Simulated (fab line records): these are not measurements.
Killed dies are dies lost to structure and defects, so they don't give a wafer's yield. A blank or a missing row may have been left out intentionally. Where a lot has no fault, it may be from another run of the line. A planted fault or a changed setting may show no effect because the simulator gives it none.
A lot that was struck, set against a sound lot ; flow nand-harc ; 17 steps out of a route of 1302
Sound: these wafers, L579.1, L579.3, L579.6. Wafers L566.1, L566.2, L566.4 were the ones struck. The cause is given at the end.
At each step with rows: each side's tool, then ch and its chambers, then its first start. Under that, the readings that differ: sound wafers ; struck wafers ; difference of the means ; sigmas: that difference in standard deviations of wafers without a fault.
alike: readings whose means differ by less than 2 such deviations, and words and numbers that are the same on both sides. not compared: withheld readings, readings that some wafer has no value for, bounds like >300 that may hide the same value, and numbers for which the record gives no deviation and whose values overlap.
The two part at a step that has a row with sigmas, a row that says differs or no value, or rows on one side only. Numbers that have no deviation but don't overlap get no sigmas and don't part them. A reading that every wafer of one side lacks parts them only if that side has two wafers or more.

NHARC_P_M1_INSPECT_11:
  sound: defect-inspect-01 at day 11 03:37; struck: defect-inspect-01 at day 5 14:48
  alike: raw-defect-count
NHARC_P_M1_DESCUM_14: chemistry O2, time 3 s.
  sound on rie-diel-12 ch 0,2,3, day 11 03:40; struck on rie-diel-12 ch 0,1,2, day 5 14:52
  alike: drypump-motor-current-A, o2-flow-sccm, oes-product-au, rf-vpp-V, showerhead-plenum-p-Torr, throttle-valve-pct
  not compared: rf-hours-counter-h
NHARC_P_M1_ETCH_35: etches the open film in N2/H2, target depth 40 nm, overetch 12 nm, time 43.94 s.
  sound on rie-diel-12 ch 1,2,3, day 11 03:45; struck on rie-diel-12 ch 1,2,3, day 5 14:57
  alike: bias-w, drypump-motor-current-A, oes-product-au, rf-vpp-V, showerhead-plenum-p-Torr, throttle-valve-pct
  not compared: rf-hours-counter-h
NHARC_P_M1_ETCH_15: etches the open film in C4F8/Ar, target depth 182.5 nm, time 91.2 s.
  sound: rie-diel-12 ch 0,2; struck: rie-diel-12 ch 1,2,3
reading;sound;struck;difference;sigmas
oes-product-au (a.u.);0.905 0.932 0.914;0.977 0.968 0.965;+0.053;+2
  alike: bias-w, rf-vpp-V
  not compared: rf-hours-counter-h
NHARC_P_M1_CD_MEAS_16:
  sound: cd-sem-02 at day 11 03:58; struck: cd-sem-03 at day 5 15:10
  alike: cd-nm
then, 6 steps without rows for these wafers: NHARC_P_M1_STRIP_18 (strips in N2/H2); NHARC_P_M1_ETCH_28 (etches the open film in CF4/N2, target depth 30 nm, time 72.99 s); NHARC_P_M1_STRIP_19 (strips in post etch residue remover, time 600 s); NHARC_P_M1_DEGAS_29 (time 60 s); NHARC_P_M1_PRE_CLEAN_30 (time 30 s); NHARC_P_M1_PVD_20 (deposits TaN, target thk 5 nm, time 8.06 s).
NHARC_P_M1_PVD_21: deposits Cu, target thk 30 nm, time 20.49 s.
  sound on pvd-sputter-02; struck on pvd-sputter-01
  alike: throttle-valve-pct
NHARC_P_M1_ECD_22: material Cu, target thk 400 nm.
  sound on ecd-cu-02 ch 0,1, day 11 05:05; struck on ecd-cu-01 ch 0,1, day 5 16:52
NHARC_P_M1_ANNEAL_31: time 90 s.
  sound on rtp-anneal-02 ch 0, day 11 05:28; struck on rtp-anneal-01 ch 0, day 5 17:35
  alike: wafer_temp_C_max
NHARC_P_M1_CMP_23: polishes, t overpolish 20 s, target thk 157.82 nm.
  sound on cmp-02 ch 0,1,2, day 11 05:50; struck on cmp-03 ch 1,2,3, day 5 17:56
reading;sound;struck;difference;sigmas
time-to-endpoint-s (s);32.2 29.7 28.6;55.5 57.8 52.2;+25.0;+12
  alike: motor-current-A
NHARC_P_M1_THK_MEAS_24: measures by xrf.
  sound: film-metro-01 at day 11 06:08; struck: film-metro-01 at day 5 18:14
  alike: thk-nm
after that, 1 step had no rows for these wafers: NHARC_END_SORT_01.

WHERE THEY PART
First at NHARC_P_M1_ETCH_15; last, within this record, at NHARC_P_M1_CMP_23. Later steps at which nothing parts them and some readings are alike: NHARC_P_M1_THK_MEAS_24.

WHY: whatever the simulator had introduced
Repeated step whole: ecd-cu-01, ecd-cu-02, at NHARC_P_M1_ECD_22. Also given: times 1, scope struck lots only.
